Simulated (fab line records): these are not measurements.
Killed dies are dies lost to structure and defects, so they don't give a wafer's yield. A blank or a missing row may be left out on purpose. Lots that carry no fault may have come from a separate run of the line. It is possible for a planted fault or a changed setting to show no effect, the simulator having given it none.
Matching of chambers || flow n5Finfet || pecvd-02 running N5_BEOL_M11_PECVD_70: 3 sister chambers
The step deposits SiO2 from TEOS/O2, target thk 20 nm, time 22.7 s. 6 wafers are shown with their chamber, then 8 later ones without.

## WAFERS WITH THEIR CHAMBER
{"wafer": "L082.2", "chamber": 1, "throttleValvePct (%)": 23.9, "showerheadPlenumPTorr (Torr)": 8.87}
{"wafer": "L082.4", "chamber": 1, "throttleValvePct (%)": 23.9, "showerheadPlenumPTorr (Torr)": 8.85}
{"wafer": "L082.5", "chamber": 2, "throttleValvePct (%)": 24.1, "showerheadPlenumPTorr (Torr)": 8.70}
{"wafer": "L086.3", "chamber": 0, "throttleValvePct (%)": 21.3, "showerheadPlenumPTorr (Torr)": 8.84}
{"wafer": "L086.5", "chamber": 0, "throttleValvePct (%)": 21.2, "showerheadPlenumPTorr (Torr)": 8.84}
{"wafer": "L088.1", "chamber": 2, "throttleValvePct (%)": 24.0, "showerheadPlenumPTorr (Torr)": 8.72}

## WAFERS WITHOUT THEIR CHAMBER
{"wafer": "L088.2", "throttleValvePct (%)": 21.3, "showerheadPlenumPTorr (Torr)": 8.83}
{"wafer": "L088.5", "throttleValvePct (%)": 23.8, "showerheadPlenumPTorr (Torr)": 8.70}
{"wafer": "L093.3", "throttleValvePct (%)": 24.2, "showerheadPlenumPTorr (Torr)": 8.72}
{"wafer": "L093.5", "throttleValvePct (%)": 23.8, "showerheadPlenumPTorr (Torr)": 8.84}
{"wafer": "L093.6", "throttleValvePct (%)": 24.0, "showerheadPlenumPTorr (Torr)": 8.72}
{"wafer": "L091.3", "throttleValvePct (%)": 23.9, "showerheadPlenumPTorr (Torr)": 8.71}
{"wafer": "L091.4", "throttleValvePct (%)": 21.2, "showerheadPlenumPTorr (Torr)": 8.85}
{"wafer": "L091.5", "throttleValvePct (%)": 24.1, "showerheadPlenumPTorr (Torr)": 8.70}

## CHAMBER TAKEN BY EACH
{"wafer": "L088.2", "from the rows above": 0, "in truth": 0}
{"wafer": "L088.5", "from the rows above": 2, "in truth": 2}
{"wafer": "L093.3", "from the rows above": 2, "in truth": 2}
{"wafer": "L093.5", "from the rows above": 1, "in truth": 1}
{"wafer": "L093.6", "from the rows above": 2, "in truth": 2}
{"wafer": "L091.3", "from the rows above": 2, "in truth": 2}
{"wafer": "L091.4", "from the rows above": 0, "in truth": 0}
{"wafer": "L091.5", "from the rows above": 2, "in truth": 2}
Placed correctly: 8 of 8. Left unplaced by these rows: 0. 0 placed wrongly.
How it was worked out, from the rows above alone: a wafer's distance from a chamber is the root of the sum, over the readings, of the square of ((its reading less the chamber's mean) divided by the reading's scatter). If the next closest chamber is less than 2 further off than the closest, the wafer can't be placed; otherwise it belongs to the closest. Each chamber's mean is taken over the wafers shown for it. The scatter: take each reading less its chamber's mean, square it, sum over the shown wafers, divide by the number of wafers less the number of chambers, and take the root.
